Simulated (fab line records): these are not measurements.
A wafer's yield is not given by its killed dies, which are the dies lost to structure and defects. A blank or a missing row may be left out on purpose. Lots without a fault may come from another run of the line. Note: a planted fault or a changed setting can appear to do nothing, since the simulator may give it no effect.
Matching of chambers -- flow n5 finfet -- 4 sister chambers for N5_BEOL_M6_ALD_77 on ald metal-02
The step deposits TaN, target thk 2 nm, pulse time 2 s, purge time 3 s. 4 wafers are shown with their chamber, then 7 later ones without.

== EACH WAFER AND ITS CHAMBER ==
wafer,chamber,heater power w (W)
L253.1,2,337
L254.3,1,362
L255.1,0,350
L255.2,3,378

== WAFERS MISSING THEIR CHAMBER ==
wafer,heater power w (W)
L255.6,353
L260.2,361
L260.4,360
L260.5,373
L267.1,381
L267.2,366
L267.6,362

== EACH ONE'S CHAMBER ==
wafer,from the rows above,in truth
L255.6,can't be placed: 0 or 1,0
L260.2,1,1
L260.4,1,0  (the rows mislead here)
L260.5,can't be placed: 3 or 1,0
L267.1,3,3
L267.2,1,1
L267.6,1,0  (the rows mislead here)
Placed correctly: 3 of 7. Can't be placed from these rows: 2 (the true chamber is among the candidates in 1). Wrongly placed: 2.
How it was worked out, from the rows above alone: a wafer's distance from a chamber is the root of the sum, over the readings, of the square of ((its reading less the chamber's mean) divided by the reading's scatter). If the next closest chamber is less than 2 further off than the closest, the wafer can't be placed; otherwise it belongs to the closest. For every chamber, the mean is computed from those of its wafers that are shown. The scatter (one wafer shown for each chamber): square how far every hidden wafer sits from the nearest shown wafer, average those squares and take the square root.
